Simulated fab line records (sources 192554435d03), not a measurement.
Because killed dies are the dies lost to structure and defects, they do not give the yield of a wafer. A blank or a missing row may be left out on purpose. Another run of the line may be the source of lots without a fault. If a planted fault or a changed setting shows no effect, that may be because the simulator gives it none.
Matching of chambers    flow n5Finfet    4 sister chambers for N5_BEOL_M6_ETCH_66 on rieDiel-05
The step etches SOC in N2/H2, target depth 80 nm, overetch 16 nm, time 120 s. 8 wafers are shown with their chamber, then 8 later ones without.

## WAFERS PAIRED WITH THEIR CHAMBERS
wafer   chamber  showerheadPlenumPTorr (Torr)  throttleValvePct (%)
L079.6  0        2.59                          17.75
L081.5  0        2.59                          17.75
L081.6  3        2.47                          17.60
L083.6  2        2.57                          17.64
L089.1  1        2.62                          18.17
L089.3  2        2.57                          17.66
L089.6  3        2.46                          17.64
L094.2  1        2.61                          18.20

## WAFERS WITHOUT THEIR CHAMBER
wafer   showerheadPlenumPTorr (Torr)  throttleValvePct (%)
L094.5  2.61                          18.20
L094.6  2.56                          17.69
L093.1  2.56                          17.68
L093.2  2.61                          18.19
L093.6  2.45                          17.66
L096.1  2.45                          17.66
L096.2  2.56                          17.72
L096.6  2.61                          18.22

## EACH ONE'S CHAMBER
wafer   from the rows above  in truth
L094.5  1                    1
L094.6  2                    2
L093.1  2                    2
L093.2  1                    1
L093.6  3                    3
L096.1  3                    3
L096.2  2                    2
L096.6  1                    1
Correctly placed: 8 of 8. Number that these rows cannot place: 0. 0 placed wrongly.
How it was worked out, from the rows above alone: a wafer's distance from a chamber is the root of the sum, over the readings, of the square of ((its reading less the chamber's mean) divided by the reading's scatter). If the next closest chamber is less than 2 further off than the closest, the wafer can't be placed; otherwise it belongs to the closest. For every chamber, the mean is computed from those of its wafers that are shown. The scatter: take each reading less its chamber's mean, square it, sum over the shown wafers, divide by the number of wafers less the number of chambers, and take the root.
